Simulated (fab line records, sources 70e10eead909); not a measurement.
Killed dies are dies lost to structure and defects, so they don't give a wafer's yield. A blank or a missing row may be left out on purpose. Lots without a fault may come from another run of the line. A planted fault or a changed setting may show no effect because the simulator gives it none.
Chamber matching | flow nand_harc | NHARC_A_CHANNEL_FILL_D2_ETCHBACK_20 on rie_diel-10: 4 sister chambers
The step etches the open film in C4F8/O2/Ar, target depth 27 nm, time 13.5 s. 16 wafers are shown with their chamber, then 7 later ones without.

WAFERS WITH THEIR CHAMBER
wafer  | chamber | rf_vpp_V (V) | run_length_s (s) | chamber_pressure_mTorr (mTorr)
L352.2 | 3       | 980          | 34.59            | 25.006
L352.4 | 2       | 985          | 34.59            | 25.000
L352.6 | 3       | 980          | 35.11            | 25.017
L355.3 | 1       | 983          | 34.78            | 24.998
L355.5 | 2       | 985          | 34.55            | 25.004
L355.6 | 1       | 983          | 34.90            | 24.996
L356.1 | 1       | 984          | 34.42            | 24.976
L356.2 | 2       | 984          | 34.50            | 25.009
L356.4 | 0       | 985          | 34.86            | 24.982
L357.2 | 2       | 987          | 34.50            | 24.960
L357.3 | 3       | 981          | 34.59            | 25.002
L357.5 | 0       | 984          | 34.66            | 25.029
L358.2 | 0       | 984          | 34.68            | 24.987
L358.4 | 3       | 981          | 34.68            | 25.007
L358.6 | 0       | 984          | 34.81            | 25.002
L366.4 | 2       | 985          | 34.29            | 24.966

SIGNATURES (means of the wafers above)
reading                | chamber 0 | chamber 1 | chamber 2 | chamber 3 | scatter within a chamber
rf_vpp_V               | 984.25    | 983.33    | 985.20    | 980.50    | 0.775
run_length_s           | 34.7525   | 34.7000   | 34.4860   | 34.7425   | 0.181
chamber_pressure_mTorr | 25.00000  | 24.99000  | 24.98780  | 25.00800  | 0.0179
Rule: a wafer's distance from a chamber is the root of the sum, over the readings, of the square of ((its reading less the chamber's mean) divided by the reading's scatter). The wafer belongs to the nearest chamber; if the next one is less than 2 further off, it can't be placed. The scatter: the root of (the sum of the squares of (reading less its chamber's mean) over the shown wafers, divided by (wafers less chambers)).

WAFERS WITHOUT THEIR CHAMBER
wafer  | rf_vpp_V (V) | run_length_s (s) | chamber_pressure_mTorr (mTorr)
L366.5 | 985          | 34.86            | 25.024
L370.1 | 979          | 34.62            | 25.006
L370.2 | 985          | 34.59            | 24.963
L370.6 | 983          | 35.16            | 24.985
L373.1 | 985          | 34.56            | 25.012
L373.3 | 983          | 35.34            | 24.979
L373.6 | 983          | 34.47            | 25.068

WHICH CHAMBER EACH WENT THROUGH
wafer  | from the rows above               | in truth
L366.5 | can't be placed: 0 or 2 or 1      | 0
L370.1 | 3                                 | 3
L370.2 | can't be placed: 2 or 0 or 1      | 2
L370.6 | can't be placed: 1 or 0 or 3      | 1
L373.1 | can't be placed: 2 or 0 or 1      | 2
L373.3 | can't be placed: 1 or 0 or 3 or 2 | 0
L373.6 | can't be placed: 0 or 1 or 3 or 2 | 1
Placed correctly: 1 of 7. Can't be placed from these rows: 6 (the true chamber is among the candidates in 6). Placed wrongly: 0.
